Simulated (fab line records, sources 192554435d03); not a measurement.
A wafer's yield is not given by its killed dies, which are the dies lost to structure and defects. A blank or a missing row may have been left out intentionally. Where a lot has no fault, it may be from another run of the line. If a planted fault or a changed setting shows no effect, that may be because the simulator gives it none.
Lot-split experiment || flow n5Finfet || route with 1938 steps; 7 lots, 39 wafers read

== THE SPLIT ==
At N5_BEOL_M10_DEP_56 (deposits SiCN from 3MS/NH3, target thk 15 nm, time 26.5 s), the setting targetThkA was moved away from the recipe's 150 angstrom on 12 of the 39 wafers read, by -34.6% to +58.2%. All remaining wafers had this setting at the recipe value.

The reading is taken at the split's own step.

== THE READING ==
SiCN_of_BEOL_M10_DEP_56.thkNm (the simulator's own value, which no gauge read), in nm, at N5_BEOL_M10_DEP_56 (deposits SiCN from 3MS/NH3, target thk 15 nm, time 26.5 s). The file does not state a usual value for it. The 27 wafers here that ran the recipe average 15.0 nm, standard deviation 0.13 nm.

{"wafer": "L077.1", "tool, chamber at the split": "pecvd-04, 1,0", "targetThkA as run, angstrom": 150, "against the recipe": "recipe", "SiCN_of_BEOL_M10_DEP_56.thkNm, nm": 15, "against lot-mates on the recipe": "-"}
{"wafer": "L077.6", "tool, chamber at the split": "pecvd-04, 1,0", "targetThkA as run, angstrom": 150, "against the recipe": "recipe", "SiCN_of_BEOL_M10_DEP_56.thkNm, nm": 15, "against lot-mates on the recipe": "-"}
{"wafer": "L077.2", "tool, chamber at the split": "pecvd-04, 0,2,2", "targetThkA as run, angstrom": 101.9, "against the recipe": "-32.1%", "SiCN_of_BEOL_M10_DEP_56.thkNm, nm": 10, "against lot-mates on the recipe": -5.1}
{"wafer": "L077.3", "tool, chamber at the split": "pecvd-04, 0,2,2", "targetThkA as run, angstrom": 101.9, "against the recipe": "-32.1%", "SiCN_of_BEOL_M10_DEP_56.thkNm, nm": 10, "against lot-mates on the recipe": -5.1}
{"wafer": "L077.4", "tool, chamber at the split": "pecvd-04, 0,2,2", "targetThkA as run, angstrom": 101.9, "against the recipe": "-32.1%", "SiCN_of_BEOL_M10_DEP_56.thkNm, nm": 10, "against lot-mates on the recipe": -5.1}
{"wafer": "L077.5", "tool, chamber at the split": "pecvd-04, 1", "targetThkA as run, angstrom": 150, "against the recipe": "recipe", "SiCN_of_BEOL_M10_DEP_56.thkNm, nm": 15.2, "against lot-mates on the recipe": "-"}
{"wafer": "L080.3", "tool, chamber at the split": "pecvd-03, 2,0", "targetThkA as run, angstrom": 150, "against the recipe": "recipe", "SiCN_of_BEOL_M10_DEP_56.thkNm, nm": 15, "against lot-mates on the recipe": "-"}
{"wafer": "L080.5", "tool, chamber at the split": "pecvd-03, 2,0", "targetThkA as run, angstrom": 150, "against the recipe": "recipe", "SiCN_of_BEOL_M10_DEP_56.thkNm, nm": 15, "against lot-mates on the recipe": "-"}
{"wafer": "L080.4", "tool, chamber at the split": "pecvd-03, 2", "targetThkA as run, angstrom": 150, "against the recipe": "recipe", "SiCN_of_BEOL_M10_DEP_56.thkNm, nm": 15.2, "against lot-mates on the recipe": "-"}
{"wafer": "L083.1", "tool, chamber at the split": "pecvd-04, 0,1", "targetThkA as run, angstrom": 237.3, "against the recipe": "+58.2%", "SiCN_of_BEOL_M10_DEP_56.thkNm, nm": 23.6, "against lot-mates on the recipe": "+8.6"}
{"wafer": "L083.2", "tool, chamber at the split": "pecvd-04, 0,1", "targetThkA as run, angstrom": 237.3, "against the recipe": "+58.2%", "SiCN_of_BEOL_M10_DEP_56.thkNm, nm": 23.6, "against lot-mates on the recipe": "+8.6"}
{"wafer": "L083.3", "tool, chamber at the split": "pecvd-04, 2,1,2", "targetThkA as run, angstrom": 150, "against the recipe": "recipe", "SiCN_of_BEOL_M10_DEP_56.thkNm, nm": 15, "against lot-mates on the recipe": "-"}
{"wafer": "L083.4", "tool, chamber at the split": "pecvd-04, 2,1,2", "targetThkA as run, angstrom": 150, "against the recipe": "recipe", "SiCN_of_BEOL_M10_DEP_56.thkNm, nm": 15, "against lot-mates on the recipe": "-"}
{"wafer": "L083.6", "tool, chamber at the split": "pecvd-04, 2,1,2", "targetThkA as run, angstrom": 150, "against the recipe": "recipe", "SiCN_of_BEOL_M10_DEP_56.thkNm, nm": 15, "against lot-mates on the recipe": "-"}
{"wafer": "L083.5", "tool, chamber at the split": "pecvd-04, 0", "targetThkA as run, angstrom": 237.3, "against the recipe": "+58.2%", "SiCN_of_BEOL_M10_DEP_56.thkNm, nm": 23.8, "against lot-mates on the recipe": "+8.8"}
{"wafer": "L082.1", "tool, chamber at the split": "pecvd-04, 1,0,2,0", "targetThkA as run, angstrom": 150, "against the recipe": "recipe", "SiCN_of_BEOL_M10_DEP_56.thkNm, nm": 15, "against lot-mates on the recipe": "-"}
{"wafer": "L082.2", "tool, chamber at the split": "pecvd-04, 1,0,2,0", "targetThkA as run, angstrom": 150, "against the recipe": "recipe", "SiCN_of_BEOL_M10_DEP_56.thkNm, nm": 15, "against lot-mates on the recipe": "-"}
{"wafer": "L082.3", "tool, chamber at the split": "pecvd-04, 1,0,2,0", "targetThkA as run, angstrom": 150, "against the recipe": "recipe", "SiCN_of_BEOL_M10_DEP_56.thkNm, nm": 15, "against lot-mates on the recipe": "-"}
{"wafer": "L082.5", "tool, chamber at the split": "pecvd-04, 1,0,2,0", "targetThkA as run, angstrom": 150, "against the recipe": "recipe", "SiCN_of_BEOL_M10_DEP_56.thkNm, nm": 15, "against lot-mates on the recipe": "-"}
{"wafer": "L082.4", "tool, chamber at the split": "pecvd-04, 1,2", "targetThkA as run, angstrom": 150, "against the recipe": "recipe", "SiCN_of_BEOL_M10_DEP_56.thkNm, nm": 15.2, "against lot-mates on the recipe": "-"}
{"wafer": "L082.6", "tool, chamber at the split": "pecvd-04, 1,2", "targetThkA as run, angstrom": 150, "against the recipe": "recipe", "SiCN_of_BEOL_M10_DEP_56.thkNm, nm": 15.2, "against lot-mates on the recipe": "-"}
{"wafer": "L084.1", "tool, chamber at the split": "pecvd-04, 1,0,1", "targetThkA as run, angstrom": 150, "against the recipe": "recipe", "SiCN_of_BEOL_M10_DEP_56.thkNm, nm": 15, "against lot-mates on the recipe": "-"}
{"wafer": "L084.3", "tool, chamber at the split": "pecvd-04, 1,0,1", "targetThkA as run, angstrom": 150, "against the recipe": "recipe", "SiCN_of_BEOL_M10_DEP_56.thkNm, nm": 15, "against lot-mates on the recipe": "-"}
{"wafer": "L084.6", "tool, chamber at the split": "pecvd-04, 1,0,1", "targetThkA as run, angstrom": 150, "against the recipe": "recipe", "SiCN_of_BEOL_M10_DEP_56.thkNm, nm": 15, "against lot-mates on the recipe": "-"}
{"wafer": "L084.2", "tool, chamber at the split": "pecvd-04, 2,0", "targetThkA as run, angstrom": 150, "against the recipe": "recipe", "SiCN_of_BEOL_M10_DEP_56.thkNm, nm": 14.8, "against lot-mates on the recipe": "-"}
{"wafer": "L084.5", "tool, chamber at the split": "pecvd-04, 2,0", "targetThkA as run, angstrom": 150, "against the recipe": "recipe", "SiCN_of_BEOL_M10_DEP_56.thkNm, nm": 14.8, "against lot-mates on the recipe": "-"}
{"wafer": "L084.4", "tool, chamber at the split": "pecvd-04, 2", "targetThkA as run, angstrom": 150, "against the recipe": "recipe", "SiCN_of_BEOL_M10_DEP_56.thkNm, nm": 15.2, "against lot-mates on the recipe": "-"}
{"wafer": "L085.1", "tool, chamber at the split": "pecvd-04, 0", "targetThkA as run, angstrom": 150, "against the recipe": "recipe", "SiCN_of_BEOL_M10_DEP_56.thkNm, nm": 14.6, "against lot-mates on the recipe": "-"}
{"wafer": "L085.2", "tool, chamber at the split": "pecvd-04, 2,1", "targetThkA as run, angstrom": 98.08, "against the recipe": "-34.6%", "SiCN_of_BEOL_M10_DEP_56.thkNm, nm": 9.8, "against lot-mates on the recipe": -5.1}
{"wafer": "L085.3", "tool, chamber at the split": "pecvd-04, 2,1", "targetThkA as run, angstrom": 98.08, "against the recipe": "-34.6%", "SiCN_of_BEOL_M10_DEP_56.thkNm, nm": 9.8, "against lot-mates on the recipe": -5.1}
{"wafer": "L085.4", "tool, chamber at the split": "pecvd-04, 2,0", "targetThkA as run, angstrom": 150, "against the recipe": "recipe", "SiCN_of_BEOL_M10_DEP_56.thkNm, nm": 15, "against lot-mates on the recipe": "-"}
{"wafer": "L085.5", "tool, chamber at the split": "pecvd-04, 2,0", "targetThkA as run, angstrom": 150, "against the recipe": "recipe", "SiCN_of_BEOL_M10_DEP_56.thkNm, nm": 15, "against lot-mates on the recipe": "-"}
{"wafer": "L085.6", "tool, chamber at the split": "pecvd-04, 1", "targetThkA as run, angstrom": 98.08, "against the recipe": "-34.6%", "SiCN_of_BEOL_M10_DEP_56.thkNm, nm": 9.6, "against lot-mates on the recipe": -5.3}
{"wafer": "L097.1", "tool, chamber at the split": "pecvd-03, 1", "targetThkA as run, angstrom": 150, "against the recipe": "recipe", "SiCN_of_BEOL_M10_DEP_56.thkNm, nm": 14.8, "against lot-mates on the recipe": "-"}
{"wafer": "L097.2", "tool, chamber at the split": "pecvd-03, 0,2", "targetThkA as run, angstrom": 150, "against the recipe": "recipe", "SiCN_of_BEOL_M10_DEP_56.thkNm, nm": 15, "against lot-mates on the recipe": "-"}
{"wafer": "L097.3", "tool, chamber at the split": "pecvd-03, 0,2", "targetThkA as run, angstrom": 150, "against the recipe": "recipe", "SiCN_of_BEOL_M10_DEP_56.thkNm, nm": 15, "against lot-mates on the recipe": "-"}
{"wafer": "L097.4", "tool, chamber at the split": "pecvd-03, 1,2", "targetThkA as run, angstrom": 186.8, "against the recipe": "+24.5%", "SiCN_of_BEOL_M10_DEP_56.thkNm, nm": 19, "against lot-mates on the recipe": "+4.1"}
{"wafer": "L097.5", "tool, chamber at the split": "pecvd-03, 1,2", "targetThkA as run, angstrom": 186.8, "against the recipe": "+24.5%", "SiCN_of_BEOL_M10_DEP_56.thkNm, nm": 19, "against lot-mates on the recipe": "+4.1"}
{"wafer": "L097.6", "tool, chamber at the split": "pecvd-03, 0", "targetThkA as run, angstrom": 186.8, "against the recipe": "+24.5%", "SiCN_of_BEOL_M10_DEP_56.thkNm, nm": 18.8, "against lot-mates on the recipe": "+3.9"}
Rows listing several chambers each stand for several wafers; the file does not say which wafer went through which chamber.

THE FIT
A straight line over all 39 wafers: SiCN_of_BEOL_M10_DEP_56.thkNm changes by +0.152 nm for each +1% of targetThkA; r = +1.00; the points scatter about the line by 0.15 nm.
The same after taking each lot's own level away (the mean of its wafers on the recipe; 39 wafers): +0.152 nm for each +1%; r = +1.00; scatter 0.16 nm.
According to that fit, moving targetThkA by its largest amount changes the reading by 8.8 nm.
Across the lots, their own levels run from 14.87 to 15.07 nm, a range of 1.5 times the standard deviation given above.
Consequently the slope shifts little with the lot-to-lot level, the two slopes agreeing.
Check: with one of the wafers moved furthest among these (+58.2%) left out of the fit, the line predicts +8.89 nm for it against its lot-mates. Against them it came out at +8.6 nm.

== OTHER SPLITS ON THESE WAFERS ==
Before the reading, these wafers also passed through other splits. Each is held against what the fit with the lots' levels taken away leaves over:
{"other split on the same wafers": "N5_BEOL_M0_SAQP_ETCH_106 targetDepthA", "wafers away from the commonest value": 15, "r with SiCN_of_BEOL_M10_DEP_56.thkNm (lot level and that fit taken away)": "+0.11"}
{"other split on the same wafers": "N5_BEOL_M3_CVD_47 targetThkA", "wafers away from the commonest value": 15, "r with SiCN_of_BEOL_M10_DEP_56.thkNm (lot level and that fit taken away)": -0.23}
{"other split on the same wafers": "N5_BEOL_M4_ILD_DEP_00 timeS", "wafers away from the commonest value": 12, "r with SiCN_of_BEOL_M10_DEP_56.thkNm (lot level and that fit taken away)": "+0.06"}
{"other split on the same wafers": "N5_BEOL_M9_DESCUM_16 timeS", "wafers away from the commonest value": 9, "r with SiCN_of_BEOL_M10_DEP_56.thkNm (lot level and that fit taken away)": -0.02}

== THE FILE'S OWN FIT ==
SiCN_of_BEOL_M10_DEP_56.thkNm changes by +0.152 nm for each +1% of targetThkA, r = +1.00.
